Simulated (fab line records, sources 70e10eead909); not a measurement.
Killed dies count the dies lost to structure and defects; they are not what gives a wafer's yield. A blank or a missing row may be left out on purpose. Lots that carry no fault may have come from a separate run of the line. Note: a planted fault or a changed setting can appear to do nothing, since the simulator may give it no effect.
8D (eight disciplines) problem report, filled in by code	flow nand harc	the parts of the form that need people (team, actions taken, sign-off) are left out

== 1. THE ISSUE ==
Mean of run length s at NHARC_A_CHANNEL_FILL_D1_ETCHBACK_08: 136.4 s across 2 wafers in 2 lots; on wafers with no fault it is 131.3 s (standard deviation 0.41). Measured from the usual mean, that is +12 standard deviations.
The step: etches the open film in C4F8, target depth 220 nm, time 110 s.
The first sign was on wafer L134.3 at day 16 21:03, on rie diel-12. The record has a number at this step for 39 wafers belonging to 13 lots. Rule for "out", or "out of limits": more than 4 standard deviations from the usual mean. All remaining wafers that have a number are taken as sound.

== 2. WHAT THIS IS AND IS NOT ==
question	is	is not
which readings at this step	run length s	oes product au, rf vpp V
which lots	L134, L135	L120, L121, L122, L123, L124, L127, L129, L131, L132, L133, L142
which wafers of those lots	L134.3, L135.5	L134.5, L134.6, L135.1, L135.3
read on which tools	rie diel-12	rie diel-09, rie diel-11
when	from day 16 21:03	up to then (32 sound wafers); but 5 sound wafers of L135, L142 came after

== 3. THE SUSPECTS, EACH WITH WHAT RULES IT OUT ==
Counting: a tool at a process step up to the reading stays a suspect if it ran every lot that is out. Sound lots after the first of them don't rule it out here, since some wafers of a struck lot are sound.
- ald sin batch-01 at NHARC_A_CHANNEL_FILL_D1_ALD_03 (deposits SiNx, target thk 6 nm, pulse time 60 s, ald cycles 58): kept. It ran every lot that is out, first L135 (day 16 15:25); its last sound lot up to then is L133 (day 15 19:40). NHARC_A_CHANNEL_FILL_D1_ALD_03 gives no start for some lots, so the hours and the order of its lots are those of NHARC_A_CHANNEL_FILL_D1_ALD_25.
- rie diel-12 at NHARC_A_CHANNEL_FILL_D1_ETCHBACK_08 (etches the open film in C4F8, target depth 220 nm, time 110 s): kept. It ran every lot that is out, first L134 (day 16 21:03); its last sound lot up to then is L133 (day 16 00:37). Its own run length s readings are out on those wafers.
- At NHARC_A_CHANNEL_FILL_D1_ETCHBACK_08, inside rie diel-12: chamber 2 took the wafers that are out, while their sound lot-mates went through chambers 0, 1, 3.
What counting leaves: ald sin batch-01 at NHARC_A_CHANNEL_FILL_D1_ALD_03 and rie diel-12 at NHARC_A_CHANNEL_FILL_D1_ETCHBACK_08.

== 4. THE CAUSE (what the simulator had put in) ==
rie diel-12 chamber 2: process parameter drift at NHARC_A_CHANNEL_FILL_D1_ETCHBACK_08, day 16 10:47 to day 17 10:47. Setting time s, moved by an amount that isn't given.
2 suspects survive the count, and this tool is in that group.

== 5. THE EFFECT CHAIN, in route order ==
Rows list readings where the struck wafers' mean (over those with a number) sits beyond 3 standard deviations from the usual. Readings are gone through only where the record gives a usual standard deviation; hours: the median, over the lots, of the time from a lot's start at the first step in this table giving one to that lot's start at this step; sigmas: the change measured in usual standard deviations.
hours	step	reading	usual	on struck wafers	change	sigmas
0	NHARC_A_CHANNEL_FILL_D1_ETCHBACK_08	run length s	131.3 s	136.4	+5.1	+12
The process steps in it:
- NHARC_A_CHANNEL_FILL_D1_ETCHBACK_08: etches the open film in C4F8, target depth 220 nm, time 110 s.

== 6. WHAT WOULD HAVE CAUGHT IT SOONER ==
The fault began at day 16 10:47; the first out-of-limits reading in this record came at day 16 21:03, 10 hours later.
